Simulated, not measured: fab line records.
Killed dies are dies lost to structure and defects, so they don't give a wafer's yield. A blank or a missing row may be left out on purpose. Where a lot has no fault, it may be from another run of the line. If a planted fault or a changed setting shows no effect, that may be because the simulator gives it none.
Chamber matching + flow nand harc + NHARC_P_GATE_DESCUM_61 on rie diel-10 has 4 sister chambers
The step chemistry O2, time 3 s. 4 wafers are shown with their chamber, then 9 later ones without.

## EACH WAFER AND ITS CHAMBER
| wafer  | chamber | drypump motor current A (A) |
|--------|---------|-----------------------------|
| L239.1 | 1       | 5.63                        |
| L252.1 | 3       | 5.86                        |
| L252.2 | 2       | 6.03                        |
| L252.3 | 0       | 5.32                        |

## WAFERS WITHOUT THEIR CHAMBER
| wafer  | drypump motor current A (A) |
|--------|-----------------------------|
| L250.1 | 6.02                        |
| L250.3 | 5.89                        |
| L250.4 | 5.30                        |
| L253.2 | 6.05                        |
| L253.5 | 5.64                        |
| L253.6 | 5.33                        |
| L254.1 | 5.30                        |
| L254.3 | 6.06                        |
| L254.5 | 5.63                        |

## EACH ONE'S CHAMBER
| wafer  | from the rows above | in truth |
|--------|---------------------|----------|
| L250.1 | 2                   | 2        |
| L250.3 | 3                   | 3        |
| L250.4 | 0                   | 0        |
| L253.2 | 2                   | 2        |
| L253.5 | 1                   | 1        |
| L253.6 | 0                   | 0        |
| L254.1 | 0                   | 0        |
| L254.3 | 2                   | 2        |
| L254.5 | 1                   | 1        |
9 of 9 placed correctly. Number that these rows cannot place: 0. Placed wrongly: 0.
How it was worked out, from the rows above alone: a wafer's distance from a chamber is the root of the sum, over the readings, of the square of ((its reading less the chamber's mean) divided by the reading's scatter). The wafer belongs to the nearest chamber; if the next one is less than 2 further off, it can't be placed. For every chamber, the mean is computed from those of its wafers that are shown. The scatter (one wafer shown for each chamber): square how far every hidden wafer sits from the nearest shown wafer, average those squares and take the square root.
